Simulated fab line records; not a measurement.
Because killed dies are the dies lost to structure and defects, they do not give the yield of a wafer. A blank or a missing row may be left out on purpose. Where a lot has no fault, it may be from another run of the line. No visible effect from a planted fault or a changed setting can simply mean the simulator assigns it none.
Lot-split experiment | flow n5 finfet | route with 1938 steps; 7 lots, 21 wafers read

## THE SPLIT
At N5_SD_EPI_N_ETCH_35 (etches SOC in N2/H2, overetch 108 nm, time 486 s), the setting source w was moved away from the recipe's 3000 W on 9 of the 21 wafers read, by -15.5% to +10.2%. This setting was run at the recipe's value on the other wafers.

The reading is taken at the split's own step.

## THE READING
rf vpp V, in V, at N5_SD_EPI_N_ETCH_35 (etches SOC in N2/H2, overetch 108 nm, time 486 s). On this fab line, fault-free wafers typically give 240.4 V with a standard deviation of 1.3 V.

wafer  | tool, chamber at the split | source w as run, W | against the recipe | rf vpp V, V | against lot-mates on the recipe
L074.3 | rie diel-04, 3             | 2786               | -7.1%              | 248.3       | +8.7
L074.5 | rie diel-04, 1             | 2786               | -7.1%              | 247.5       | +7.9
L074.6 | rie diel-04, 0             | 3000               | recipe             | 239.6       | -
L075.3 | rie diel-03, 3             | 3000               | recipe             | 238.6       | -
L075.4 | rie diel-03, 0             | 3000               | recipe             | 239.7       | -
L075.5 | rie diel-03, 3             | 3000               | recipe             | 239.1       | -
L077.2 | rie diel-04, 2             | 2670               | -11.0%             | 249.8       | +8.4
L077.3 | rie diel-04, 3             | 3000               | recipe             | 241.6       | -
L077.5 | rie diel-04, 3             | 3000               | recipe             | 241.2       | -
L078.1 | rie diel-04, 0             | 3000               | recipe             | 238.4       | -
L078.2 | rie diel-04, 1             | 2692               | -10.3%             | 249.0       | +10.7
L078.4 | rie diel-04, 0             | 3000               | recipe             | 238.2       | -
L088.1 | rie diel-02, 2             | 2548               | -15.1%             | 254.8       | +13.9
L088.2 | rie diel-02, 1             | 3000               | recipe             | 240.9       | -
L088.3 | rie diel-02, 0             | 2548               | -15.1%             | 252.1       | +11.2
L090.2 | rie diel-02, 1             | 3307               | +10.2%             | 232.9       | -7.3
L090.3 | rie diel-02, 0             | 3000               | recipe             | 240.2       | -
L090.4 | rie diel-02, 2             | 3307               | +10.2%             | 234.9       | -5.3
L094.3 | rie diel-02, 2             | 3000               | recipe             | 241.2       | -
L094.5 | rie diel-02, 3             | 2534               | -15.5%             | 256.4       | +15.6
L094.6 | rie diel-02, 0             | 3000               | recipe             | 240.3       | -

FIT RESULTS
A straight line over all 21 wafers: rf vpp V changes by -0.861 V for each +1% of source w; r = -0.97; the points scatter about the line by 1.5 V.
The same after taking each lot's own level away (the mean of its wafers on the recipe; 21 wafers): -0.838 V for each +1%; r = -0.98; scatter 1.3 V.
That fit puts the effect of the largest move of source w on the reading at 13 V.
Across the lots, their own levels run from 238.30 to 241.40 V, a range of 2.4 times the standard deviation given above.
The two slopes are in agreement: the lot-to-lot level therefore moves the slope only a little.
Check: +13.1 V against its lot-mates is what the line predicts for one of the wafers moved furthest among these (-15.5%) when that wafer is left out of the fit. It came out at +15.6 V against them.
Tool readings at the split's step, against how far the setting was moved: rf vpp V r = -0.97.

## OTHER SPLITS APPLIED TO THESE WAFERS
Before the reading, these wafers also passed through other splits. Each is held against what the fit with the lots' levels taken away leaves over:
other split on the same wafers | wafers away from the commonest value | r with rf vpp V (lot level and that fit taken away)
N5_ZERO_LAYER_PECVD_02 time s  | 10                                   | -0.15
N5_FIN_SAQP_ETCH_65 time s     | 7                                    | -0.49
N5_DUMMY_GATE_COAT_28 spin rpm | 9                                    | +0.10
N5_SD_EPI_N_EXPOSE_06 dose mj  | 5                                    | -0.14

## THE WHOLE CHAIN: every reading that the file lists as answering this split, in the file's order
step                | what it does                                     | reading                                                                           | change (the file's fit)              | r (the file's)
N5_SD_EPI_N_ETCH_35 | etches SOC in N2/H2, overetch 108 nm, time 486 s | rf vpp V                                                                          | -0.894 V for each +1% of the setting | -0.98
N5_SD_EPI_N_ETCH_35 | etches SOC in N2/H2, overetch 108 nm, time 486 s | SiARC_of_SD_EPI_N_COAT_33.thk nm (the simulator's own value, which no gauge read) | -0.11 nm for each +1% of the setting | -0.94

## THE FILE'S OWN FIT
rf vpp V changes by -0.894 V for each +1% of source w, r = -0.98.
